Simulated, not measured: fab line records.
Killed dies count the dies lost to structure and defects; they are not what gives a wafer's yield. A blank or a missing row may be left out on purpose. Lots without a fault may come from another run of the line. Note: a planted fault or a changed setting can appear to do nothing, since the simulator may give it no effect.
A single fault, viewed from 2 desks / flow nandHarc / every desk sees just its own numbers, and what lay behind them comes last

== THE METROLOGY DESK ==
Means of the sampled wafers that have a number, per lot and without regard to the tool the lot ran on: this is what the gauges read. Any lot whose mean is over 4 standard deviations away from the usual mean is out of limits and marked OUT; that distance is given in the brackets.
Columns: A = thkNm at NHARC_A_ONON_D1_THK_MEAS_02, usual 999 nm; B = thkNm at NHARC_A_ONON_D1_THK_MEAS_08, usual 1001 nm
lot=L145; first seen here=day 7 19:47; A=986; B=1012
lot=L148; first seen here=day 8 14:19; A=998; B=1002
lot=L150; first seen here=day 9 02:03; A=997; B=1009
lot=L149; first seen here=day 9 02:04; A=1006; B=983
lot=L152; first seen here=day 9 10:23; A=1004; B=1004
lot=L153; first seen here=day 9 21:55; A=993; B=1001
lot=L154; first seen here=day 9 21:56; A=993; B=1011
lot=L157; first seen here=day 10 14:46; A=1008; B=999
lot=L155; first seen here=day 10 14:48; A=999; B=996
lot=L156; first seen here=day 10 14:49; A=1004; B=1012
lot=L159; first seen here=day 11 12:41; A=995; B=998
lot=L164; first seen here=day 12 10:22; A=990; B=605 (-42) OUT
lot=L166; first seen here=day 12 18:49; A=1002; B=776 (-24) OUT
This desk's finding: out of limits on L164, L166; first on L164, day 12 11:29 (thkNm at NHARC_A_ONON_D1_THK_MEAS_08). In limits: L145, L148, L150, L149, L152, L153, L154, L157, L155, L156, L159.

== TOOL OWNER'S DESK, pecvdOnon-04 ==
The tool's own readings at NHARC_A_ONON_D1_DEP_06 (target thk 1000 nm): means of the sampled wafers that have a number, for each lot that ran on this tool. Any lot whose mean is over 4 standard deviations away from the usual mean is out of limits and marked OUT; that distance is given in the brackets.
Columns: A = susceptorTempC at NHARC_A_ONON_D1_DEP_06, usual 400.00 C
lot=L150; first seen here=day 9 02:44; A=400.17
lot=L154; first seen here=day 9 22:49; A=399.96
lot=L156; first seen here=day 10 15:28; A=399.88
lot=L159; first seen here=day 11 13:22; A=399.82
lot=L164; first seen here=day 12 10:59; A=400.02
lot=L166; first seen here=day 12 19:33; A=399.82
This desk's verdict: no lot among the 6 shows anything out of limits.

== TAKEN TOGETHER ==
On L164, L166, the metrology desk was in a position to raise an alarm at day 12 11:29.
The tool owner's desk saw nothing out of limits.
On record at the tool owner's desk: L164, L166, within its limits.
Every lot named ran NHARC_A_ONON_D1_DEP_06 on pecvdOnon-04.

== WHAT THE SIMULATOR HAD PUT IN ==
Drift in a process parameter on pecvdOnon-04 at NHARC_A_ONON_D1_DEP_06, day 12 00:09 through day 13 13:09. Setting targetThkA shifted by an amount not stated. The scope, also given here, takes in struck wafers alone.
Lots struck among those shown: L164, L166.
Per desk, hours elapsed from the start of the fault to the first reading out of limits: for the metrology desk, 11.
